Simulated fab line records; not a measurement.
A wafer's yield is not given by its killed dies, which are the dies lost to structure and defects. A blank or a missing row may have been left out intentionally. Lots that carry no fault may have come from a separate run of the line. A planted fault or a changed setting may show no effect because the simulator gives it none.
Which tool was responsible?	flow n5 finfet	9 lots with 27 wafers sampled at 5 steps, on a route of 1938 steps

WHAT EACH GAUGE READ, for each wafer
N5_HKMG_FIN_CD_MEAS_12: target cd 92.8 nm. Usual: cd nm 92.9 nm, standard deviation 0.6.
lot	measured	on	cd nm (nm)	flag
L342	day 4 17:49	cd sem-02	92.0 92.4 92.7	
L343	day 4 19:19	cd sem-03	92.2 93.0 93.5	
L349	day 6 11:37	cd sem-01	93.1 93.3 92.2	
L351	day 6 22:14	cd sem-02	93.1 93.6 93.7	
L353	day 7 10:19	cd sem-02	92.9 92.6 92.7	
L358	day 8 13:58	cd sem-02	92.3 93.4 91.7	
L359	day 8 23:05	cd sem-02	92.9 93.8 94.0	
L361	day 9 08:22	cd sem-01	92.7 91.6 93.3	
L363	day 9 19:58	cd sem-02	93.4 92.7 93.6	

N5_BEOL_M4_RC_MEAS_101. Usual: DIBL_N 36.8 mV/V, standard deviation 1.5; DIBL_P 37.1 mV/V, standard deviation 2.1; IOFF_N 0.168 nA/um, standard deviation 0.03; IOFF_P 0.22 nA/um, standard deviation 0.034; ION_N 679 uA/um, standard deviation 12; ION_P 466 uA/um, standard deviation 8; SS_N 71.7 mV/dec, standard deviation 0.58; SS_P 73.5 mV/dec, standard deviation 0.67; VT_N 248.8 mV, standard deviation 2.7; VT_P -250 mV, standard deviation 3.3.
lot	measured	on	DIBL_N (mV/V)	DIBL_P (mV/V)	IOFF_N (nA/um)	IOFF_P (nA/um)	ION_N (uA/um)	ION_P (uA/um)	SS_N (mV/dec)	SS_P (mV/dec)	VT_N (mV)	VT_P (mV)	flag
L342	day 8 13:29	prober-01	37.0 36.9 37.1	36.1 36.0 36.1	0.146 0.146 0.148	0.19 0.20 0.20	678 675 672	461 462 461	71.5 70.6 70.9	73.5 72.9 73.4	249.8 247.4 248.0	-253 -249 -250	
L343	day 8 13:56	prober-02	36.8 37.9 37.9	36.8 38.8 37.6	0.162 0.184 0.190	0.26 0.29 0.26	690 689 704	482 479 486	71.3 71.8 71.9	73.5 74.2 73.5	248.8 249.6 246.3	-246 -242 -246	
L349	day 9 17:22	prober-01	38.6 35.1 37.7	40.4 36.2 38.2	0.222 0.148 0.178	0.23 0.16 0.20	688 680 673	457 458 457	71.9 70.8 72.5	74.1 72.7 73.5	245.8 249.5 249.2	-253 -257 -254	
L351	day 10 21:23	prober-01	35.2 34.9 33.5	34.7 33.7 31.6	0.149 0.131 0.115	0.19 0.18 0.15	680 663 658	466 459 449	71.2 71.7 71.1	73.7 73.0 72.5	248.8 252.6 254.1	-253 -254 -255	
L353	day 11 02:07	prober-02	34.3 36.4 35.6	32.5 34.9 34.2	0.132 0.166 0.152	0.19 0.22 0.21	662 676 670	465 470 461	70.9 71.2 71.0	73.3 73.4 74.0	250.2 247.7 249.4	-251 -250 -250	
L358	day 12 04:27	prober-01	38.4 37.9 37.8	38.2 37.6 38.1	0.189 0.169 0.193	0.24 0.24 0.25	696 677 708	480 464 484	72.0 71.6 72.4	73.4 73.5 74.2	246.2 245.0 243.7	-250 -249 -245	
L359	day 12 11:42	prober-01	36.0 36.6 33.2	37.5 37.5 33.1	0.143 0.163 0.102	0.21 0.20 0.15	670 677 651	462 460 451	72.4 72.0 71.3	74.4 73.6 72.1	250.8 247.4 255.1	-251 -251 -254	
L361	day 13 00:08	prober-02	39.5 36.3 37.7	39.8 36.0 37.7	0.233 0.149 0.182	0.28 0.21 0.23	712 687 695	478 472 476	71.8 71.4 72.2	74.5 73.2 73.2	244.4 250.9 248.9	-247 -249 -250	
L363	day 14 02:40	prober-01	37.7 38.0 35.4	38.6 37.2 34.7	0.167 0.171 0.135	0.25 0.22 0.18	676 680 667	467 469 455	71.3 71.0 71.3	73.1 72.6 72.9	249.5 249.2 252.4	-246 -248 -251	

WHICH TOOL RAN EACH LOT (tool, then ch and the chambers of the sampled wafers, then the start)
lot	N5_HKMG_FIN_ETCH_31	N5_HKMG_FIN_COAT_66	N5_HKMG_FIN_ETCHBACK_68
L342	rie diel-02 ch 2,3, day 4 18:30	litho track-01 ch 0, day 4 20:52	rie metal-01 ch 1, day 4 21:08
L343	rie diel-02 ch 1,2,3, day 4 19:48	litho track-01 ch 0, day 4 22:32	rie metal-01 ch 0,1, day 4 22:49
L349	rie diel-02 ch 1,2, day 6 11:44	litho track-01 ch 0, day 6 14:02	rie metal-03 ch 0,1, day 6 14:19
L351	rie diel-01 ch 0,2,3, day 6 22:22	litho track-01 ch 0, day 7 00:41	rie metal-03 ch 0, day 7 01:08
L353	rie diel-01 ch 1,3, day 7 10:26	litho track-02 ch 0, day 7 12:44	rie metal-01 ch 0,1, day 7 13:01
L358	rie diel-06 ch 1,2, day 8 14:27	litho track-05 ch 0, day 8 16:46	rie metal-03 ch 0,1, day 8 17:03
L359	rie diel-06 ch 0,1,2, day 8 23:15	litho track-02 ch 0, day 9 01:32	rie metal-01 ch 0,1, day 9 01:49
L361	rie diel-02 ch 0,1,3, day 9 08:55	litho track-05 ch 0, day 9 11:14	rie metal-02 ch 0,1, day 9 11:32
L363	rie diel-02 ch 0,3, day 9 20:19	litho track-01 ch 0, day 9 22:37	rie metal-01 ch 0,1, day 9 23:02
- N5_HKMG_FIN_ETCH_31: etches SiARC in CF4, target depth 45.5 nm, time 75.8 s.
- N5_HKMG_FIN_COAT_66: time 60 s, resist thk 300 nm.
- N5_HKMG_FIN_ETCHBACK_68: etches the open film in Cl2/Ar, stops on HfO2, target depth 0.5 nm.

WHAT THE TOOLS THEMSELVES READ (means of the sampled wafers that have a number; where no wafer has one, the mark that the record gives instead)
N5_HKMG_FIN_ETCH_31. Usual: for bias w, 36.00 W with a standard deviation of 0.1; for drypump motor current A, 5.7 A with a standard deviation of 0.45; for etch rf on time s, 74.5 s with a standard deviation of 1.8; for oes product au, 0.70 a.u. with a standard deviation of 0.083; for rf vpp V, 184.2 V with a standard deviation of 1.3; for showerhead plenum p Torr, 2.16 Torr with a standard deviation of 0.078; for throttle valve pct, 15.61 % with a standard deviation of 0.23.
lot	tool	bias w (W)	drypump motor current A (A)	etch rf on time s (s)	oes product au (a.u.)	rf vpp V (V)	showerhead plenum p Torr (Torr)	throttle valve pct (%)	flag
L342	rie diel-02	35.98	5.9	75.6	0.58	184.5	2.17	15.91	
L343	rie diel-02	35.99	6.1	75.1	0.62	183.5	2.14	15.75	
L349	rie diel-02	36.04	6.1	74.7	0.72	182.6	2.12	15.46	
L351	rie diel-01	35.90	5.4	76.1	0.66	184.3	2.14	15.60	
L353	rie diel-01	35.99	5.1	75.9	0.67	184.0	2.07	15.76	
L358	rie diel-06	35.99	5.8	74.2	0.67	184.6	2.17	15.78	
L359	rie diel-06	35.96	5.8	72.0	0.71	184.9	2.19	15.59	
L361	rie diel-02	35.98	6.0	75.1	0.74	184.4	2.15	15.51	
L363	rie diel-02	35.88	5.7	73.5	0.77	186.0	2.21	15.51	

N5_HKMG_FIN_COAT_66. Usual: spin speed rpm 1500.1 rpm, standard deviation 1.1.
lot	tool	spin speed rpm (rpm)	flag
L342	litho track-01	1499.9	
L343	litho track-01	1501.6	
L349	litho track-01	1607.7	OFF
L351	litho track-01	1607.5	OFF
L353	litho track-02	1499.4	
L358	litho track-05	1499.9	
L359	litho track-02	1500.1	
L361	litho track-05	1499.5	
L363	litho track-01	1498.6	

N5_HKMG_FIN_ETCHBACK_68. Usual: bias w 60.00 W, standard deviation 0.16; drypump motor current A 5.5 A, standard deviation 0.44; oes_ar_750_au 0.78 a.u., standard deviation 0.12; oes product au 0.76 a.u., standard deviation 0.12; throttle valve pct 20.92 %, standard deviation 0.26.
lot	tool	bias w (W)	drypump motor current A (A)	oes_ar_750_au (a.u.)	oes product au (a.u.)	throttle valve pct (%)	flag
L342	rie metal-01	60.04	5.1	0.96	0.93	20.82	
L343	rie metal-01	59.97	5.4	0.91	0.90	20.89	
L349	rie metal-03	59.97	5.4	0.90	0.88	20.57	
L351	rie metal-03	60.11	6.4	0.87	0.86	20.34	
L353	rie metal-01	60.07	5.6	0.85	0.83	20.98	
L358	rie metal-03	59.90	5.3	0.88	0.85	20.57	
L359	rie metal-01	60.05	5.4	0.86	0.82	20.93	
L361	rie metal-02	59.89	5.5	0.63	0.62	21.05	
L363	rie metal-01	60.02	5.4	0.85	0.83	20.92	

THE ANSWER, worked out from the rows above alone
Rule: a lot is off if the mean of its wafers that have a number lies more than 3 standard deviations from the usual mean. A lot without any number at a reading at which 4 lots or more have one is off too. Any other lot the step has rows for is counted as sound. The gauges are gone through in route order, then the tools' own readings, and for those a lot's mean is taken as printed above. At the first step where some lot is off, the reading lying furthest off is the one used; lots without a number count as furthest.
Off at N5_HKMG_FIN_COAT_66 (spin speed rpm): L349, L351.
If a tool, at that step or one of the process steps before it, ran each lot that is off and ran no sound lot following the first of them, it fits. Of those tried, none fits.

WHAT WAS PUT IN BY THE SIMULATOR
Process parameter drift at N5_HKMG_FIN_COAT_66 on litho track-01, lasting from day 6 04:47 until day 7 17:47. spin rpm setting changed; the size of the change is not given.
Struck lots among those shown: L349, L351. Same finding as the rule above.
